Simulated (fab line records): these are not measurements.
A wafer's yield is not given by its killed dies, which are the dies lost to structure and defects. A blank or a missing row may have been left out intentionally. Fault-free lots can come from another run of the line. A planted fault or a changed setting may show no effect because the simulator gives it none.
A single fault, viewed from 2 desks    flow n5Finfet    only its own numbers are on each desk; what lay behind them is given at the end

AT THE TOOL OWNER'S DESK: pecvd-04
The tool's own readings at N5_MOL_CONTACT_COAG_PECVD_31 (deposits SiO2 from TEOS/O2, target thk 46 nm, time 8.9 s): means of the sampled wafers that have a number, for each lot that ran on this tool. The brackets show how far a lot's mean lies from the usual mean; more than 4 standard deviations puts the lot out of limits, marked OUT.
Columns: A = susceptorTempC at N5_MOL_CONTACT_COAG_PECVD_31, usual 400.00 C
lot   first seen here  A
L679  day 5 06:04      400.25
L702  day 10 19:59     399.98
This desk's verdict: no lot among the 2 shows anything out of limits.

THE METROLOGY DESK
Lot by lot, what the gauges showed, no matter which tool ran the lot: averages of those sampled wafers that carry a number. The brackets show how far a lot's mean lies from the usual mean; more than 4 standard deviations puts the lot out of limits, marked OUT.
Columns: A = VIA_MOL_THK at N5_MOL_CONTACT_COAG_THK_MEAS_53, usual 44.2 nm
lot   first seen here  A
L679  day 5 09:53      44.8
L688  day 7 15:47      44.2
L702  day 11 02:31     26.3 (-31) OUT
Per this desk, out of limits: L702; the first was L702, day 11 02:31 (VIA_MOL_THK at N5_MOL_CONTACT_COAG_THK_MEAS_53). Within limits: L679, L688.

TAKEN TOGETHER
An alarm was possible from the metrology desk at day 11 02:31, on L702.
Nothing out of limits was seen by the tool owner's desk.
On record at the tool owner's desk: L702, within its limits.
Every lot named ran N5_MOL_CONTACT_COAG_PECVD_31 on pecvd-04.

WHAT THE SIMULATOR HAD PUT IN
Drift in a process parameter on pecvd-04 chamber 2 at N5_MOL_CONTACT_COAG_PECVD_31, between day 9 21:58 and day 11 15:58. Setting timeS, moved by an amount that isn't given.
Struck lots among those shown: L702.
Time in hours between the start of the fault and the first out-of-limits reading at each desk: metrology desk, 29.
